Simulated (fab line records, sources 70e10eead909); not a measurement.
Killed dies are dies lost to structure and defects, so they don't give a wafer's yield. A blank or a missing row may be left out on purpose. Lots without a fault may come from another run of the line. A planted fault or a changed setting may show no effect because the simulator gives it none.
Problem report in the 8D (eight disciplines) form, filled by code | flow nand_harc | the parts of the form that need people (team, actions taken, sign-off) are left out

1. THE PROBLEM
sort_bin_2_pct at NHARC_END_SORT_01 reads a mean of 95.7 % on 2 wafers of 2 lots; wafers without a fault read 1.5 % with a standard deviation of 0.66. That is +99 or more standard deviations from the usual mean.
First seen on wafer L526.1, day 23 19:52, on prober-01. The record holds 9 wafers of 3 lots with a number at this step. Rule for "out", or "out of limits": more than 4 standard deviations from the usual mean. The other wafers with a number count as sound.

2. WHAT IT IS AND WHAT IT IS NOT
question                    | is                                                                                                                  | is not
which readings at this step | sort_bin_2_pct, defect_limited_yield, killed_at_array, killed_dies, sort_n_pass, sort_rim_yield_pct, sort_yield_pct | killed_at_other, killed_at_periphery, killed_open, killed_short, sort_bin_4_pct
which lots                  | L526, L528                                                                                                          | L508
which wafers of those lots  | L526.1, L528.1                                                                                                      | L526.3, L526.5, L528.4, L528.5
read on which gauges        | prober-01                                                                                                           | -
when                        | from day 23 19:52                                                                                                   | up to then (3 sound wafers); but 4 sound wafers of L526, L528 came after

3. SUSPECTS, AND WHAT RULES EACH OUT
Counting: a tool at a process step up to the reading stays a suspect if it ran every lot that is out. Sound lots after the first of them don't rule it out here, since some wafers of a struck lot are sound.
- the gauge at NHARC_END_SORT_01: kept. All the wafers that are out were read on prober-01, and no step on other tools shows them out.
- ecd_cu-01 at NHARC_A_BONDPAD_ECD_18 (material Cu, target thk 400 nm): kept. It ran every lot that is out, first L526 (day 22 11:41); its last sound lot up to then is L508 (day 18 12:40).
Left after counting: ecd_cu-01 at NHARC_A_BONDPAD_ECD_18, prober-01 at NHARC_END_SORT_01.

4. THE CAUSE (what the simulator had put in)
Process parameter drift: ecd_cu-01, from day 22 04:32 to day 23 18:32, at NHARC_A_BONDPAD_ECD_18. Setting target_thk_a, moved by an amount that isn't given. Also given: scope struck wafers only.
Counting left 2 suspects, and this tool is among them.

5. THE CHAIN OF EFFECTS, in route order
Each row: a reading whose mean over the struck wafers that have a number lies more than 3 standard deviations from the usual. Only readings for which the record gives a usual standard deviation are gone through. hours: the time from each lot's start at the first step in this table that gives one to its start at this step, as a median over the lots. sigmas: the change in usual standard deviations.
hours | step              | reading              | usual  | on struck wafers | change | sigmas
0     | NHARC_END_SORT_01 | defect_limited_yield | 95.2 % | 0.1              | -95.2  | -59
0     | NHARC_END_SORT_01 | killed_at_array      | 28     | 673              | +645   | +59
0     | NHARC_END_SORT_01 | killed_dies          | 32     | 676              | +644   | +59
0     | NHARC_END_SORT_01 | sort_bin_2_pct       | 1.5 %  | 95.7             | +94.2  | +99 or more
0     | NHARC_END_SORT_01 | sort_n_pass          | 645    | 0                | -644   | -59
0     | NHARC_END_SORT_01 | sort_rim_yield_pct   | 96.0 % | 0.5              | -95.5  | -33
0     | NHARC_END_SORT_01 | sort_yield_pct       | 95.2 % | 0.1              | -95.2  | -59

6. WHAT WOULD HAVE CAUGHT IT SOONER
In this record the first reading out of limits at a measuring or inspecting step was taken at day 23 19:52, 39 hours after the fault began at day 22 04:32.
Of the tool readings at NHARC_A_BONDPAD_ECD_18 for which the record gives a usual standard deviation, none was out on any struck wafer, so an alarm limit of 4 standard deviations on them would not have fired.
All the lots that are out (2) had begun NHARC_A_BONDPAD_ECD_18 on ecd_cu-01 by day 23 19:52. A hold on the tool at that time would have spared none of them.
